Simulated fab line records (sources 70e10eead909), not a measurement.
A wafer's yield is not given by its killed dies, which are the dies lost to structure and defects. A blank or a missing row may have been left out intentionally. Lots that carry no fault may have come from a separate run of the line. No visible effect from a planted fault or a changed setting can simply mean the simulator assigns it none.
Comparing a struck lot with a sound one / flow nand_harc / 42 out of 1302 route steps
Sound: wafers L629.2, L629.3, L629.5. Wafers L637.3, L637.5, L637.6 were the ones struck. At the end, the cause is stated.
At each step with rows: each side's tool, then ch and its chambers, then its first start. Under that, the readings that differ: sound wafers / struck wafers / difference of the means / sigmas: that difference in standard deviations of wafers without a fault.
alike: readings with means less than 2 such deviations apart, plus words and numbers identical on both sides. not compared: withheld readings, readings lacking a value on some wafer, bounds such as >300 that could conceal the same value, and numbers that have no deviation in the record and whose values overlap.
A row with sigmas, a row that says differs or no value, or rows on one side alone: a step with any of these is where the two part. When numbers do not overlap yet have no deviation, they are printed without sigmas and do not part them. A reading missing from all wafers of one side parts the sides only when that side holds two or more wafers.

first, 11 steps without rows for these wafers: NHARC_A_CHANNEL_HOLE_D1_ETCH_38 (etches the open film in CF4, target depth 39 nm, time 65 s); NHARC_A_CHANNEL_HOLE_D1_ETCH_39 (etches the open film in N2/H2, target depth 260 nm, time 325 s); NHARC_A_CHANNEL_HOLE_D1_ETCH_34 (etches the open film in CF4/CHF3, target depth 154 nm, time 77 s); NHARC_A_CHANNEL_HOLE_D1_ETCH_16 (etches the open film in O2/COS, target depth 3100 nm, time 806 s); NHARC_A_CHANNEL_HOLE_D1_ETCH_19 (etches the open film in C4F8/O2/Ar, time 34.5 s); NHARC_A_CHANNEL_HOLE_D1_ETCH_20 (etches the open film in C4F8/O2/Ar, time 361.9 s, target depth 1600 nm); NHARC_A_CHANNEL_HOLE_D1_ETCH_21 (etches the open film in C4F8/O2/Ar, time 514.3 s, target depth 1600 nm); NHARC_A_CHANNEL_HOLE_D1_ETCH_22 (etches the open film in C4F8/O2/Ar, time 666.7 s, target depth 1600 nm); NHARC_A_CHANNEL_HOLE_D1_ETCH_23 (etches the open film in C4F8/O2/Ar, time 819 s, target depth 1600 nm); NHARC_A_CHANNEL_HOLE_D1_ETCH_24 (etches the open film in C4F8/O2/Ar, time 906.2 s, target depth 1500 nm); NHARC_A_CHANNEL_HOLE_D1_ETCH_25 (etches the open film in C4F8/O2/Ar, time 1040.2 s, target depth 1500 nm).
NHARC_A_CHANNEL_HOLE_D1_ETCH_26: etches the open film in C4F8/O2/Ar, time 224.1 s, target depth 300 nm.
  sound on har_etch-02 ch 0,1, day 11 11:05; struck on har_etch-02 ch 0,1, day 14 20:56
  alike: drypump_motor_current_A, showerhead_plenum_p_Torr, throttle_valve_pct
  not compared: rf_hours_counter_h
then, 9 steps without rows for these wafers: NHARC_A_CHANNEL_HOLE_D1_ETCH_33 (etches the open film in C4F8/O2/Ar, time 90 s, target depth 400 nm); NHARC_A_CHANNEL_HOLE_D1_STRIP_41 (strips in N2/H2); NHARC_A_CHANNEL_HOLE_D1_STRIP_42 (strips in CF4/CHF3); NHARC_A_CHANNEL_HOLE_D1_STRIP_43 (strips in O2/COS); NHARC_A_CHANNEL_HOLE_D1_ETCH_44 (etches the open film in CF4/O2, target depth 140 nm, overetch 14 nm, time 77 s); NHARC_A_CHANNEL_HOLE_D1_STRIP_27 (strips in O2); NHARC_A_CHANNEL_HOLE_D1_PRECLEAN_28 (cleans in SC1); NHARC_A_CHANNEL_HOLE_D1_SRD_29; NHARC_A_CHANNEL_HOLE_D1_XSEM_31.
NHARC_A_CHANNEL_HOLE_D1_INSPECT_40:
  sound on defect_inspect-02, day 11 12:59; struck on defect_inspect-01, day 14 22:48
reading=raw_defect_count; sound=100 78 113; struck=897 814 900; difference=+773; sigmas=+30
then, 17 steps without rows for these wafers: NHARC_A_CHANNEL_FILL_D1_PRECLEAN_00 (cleans in SC1); NHARC_A_CHANNEL_FILL_D1_SRD_01; NHARC_A_CHANNEL_FILL_D1_ALD_02 (deposits SiO2, target thk 6 nm, pulse time 10 s, ald cycles 60); NHARC_A_CHANNEL_FILL_D1_ALD_03 (deposits SiNx, target thk 6 nm, pulse time 60 s, ald cycles 58); NHARC_A_CHANNEL_FILL_D1_ALD_14 (deposits SiO2, target thk 2.5 nm, pulse time 10 s, ald cycles 25); NHARC_A_CHANNEL_FILL_D1_ALD_15 (deposits SiNx, target thk 2 nm, pulse time 60 s, ald cycles 19); NHARC_A_CHANNEL_FILL_D1_ALD_16 (deposits SiO2, target thk 1.5 nm, pulse time 10 s, ald cycles 15); NHARC_A_CHANNEL_FILL_D1_ANNEAL_17 (time 1800 s); NHARC_A_CHANNEL_FILL_D1_CVD_18 (deposits poly-Si, target thk 3 nm); NHARC_A_CHANNEL_FILL_D1_ETCHBACK_19 (etches the open film in HBr/Cl2, target depth 5 nm, time 1.7 s); NHARC_A_CHANNEL_FILL_D1_ETCHBACK_20 (etches the open film in C4F8/O2/Ar, target depth 27 nm, time 13.5 s); NHARC_A_CHANNEL_FILL_D1_STRIP_28 (strips in O2, time 20 s); NHARC_A_CHANNEL_FILL_D1_PRECLEAN_21 (cleans in dHF, time 30 s); NHARC_A_CHANNEL_FILL_D1_SRD_23; NHARC_A_CHANNEL_FILL_D1_CVD_05 (deposits poly-Si, target thk 5 nm); NHARC_A_CHANNEL_FILL_D1_ANNEAL_22 (time 7200 s); NHARC_A_CHANNEL_FILL_D1_ALD_25 (deposits SiOx, target thk 60 nm, pulse time 10 s, ald cycles 600).
-- here the record skips 5 days between the struck wafers' starts before and after, leaving off in module A_CHANNEL_FILL_D1 and picking up in module A_CHANNEL_HOLE_D2 (first step shown: number 585 of the route) --
NHARC_A_CHANNEL_HOLE_D2_DESCUM_15: chemistry O2, time 3 s.
  sound on rie_diel-07 ch 0,3, day 15 22:37; struck on rie_diel-07 ch 1,2, day 19 18:21
  alike: drypump_motor_current_A, oes_product_au, rf_vpp_V, showerhead_plenum_p_Torr, throttle_valve_pct
  not compared: rf_hours_counter_h, model.A_CHANNEL_HOLE_D2.cd_nm
NHARC_A_CHANNEL_HOLE_D2_ETCH_38: etches the open film in CF4, target depth 39 nm, time 65 s.
  sound on rie_diel-07 ch 0,2, day 15 22:43; struck on rie_diel-07 ch 0,1, day 19 18:26
  alike: drypump_motor_current_A, oes_product_au, rf_vpp_V, showerhead_plenum_p_Torr, throttle_valve_pct
  not compared: rf_hours_counter_h, model.A_CHANNEL_HOLE_D2.cd_nm
-- jump in the record: it breaks off in module A_CHANNEL_HOLE_D2 and resumes in module END (first step shown: number 1302 of the route), and 12 days separate the struck wafers' starts before and after --
NHARC_END_SORT_01:
  the record has rows for the struck wafers here (prober-02 ch 0, day 31 13:55) and none for the sound ones

WHERE THEY PART
Earliest at NHARC_A_CHANNEL_HOLE_D1_INSPECT_40; latest, in this record, at NHARC_END_SORT_01.

WHY: whatever the simulator had introduced
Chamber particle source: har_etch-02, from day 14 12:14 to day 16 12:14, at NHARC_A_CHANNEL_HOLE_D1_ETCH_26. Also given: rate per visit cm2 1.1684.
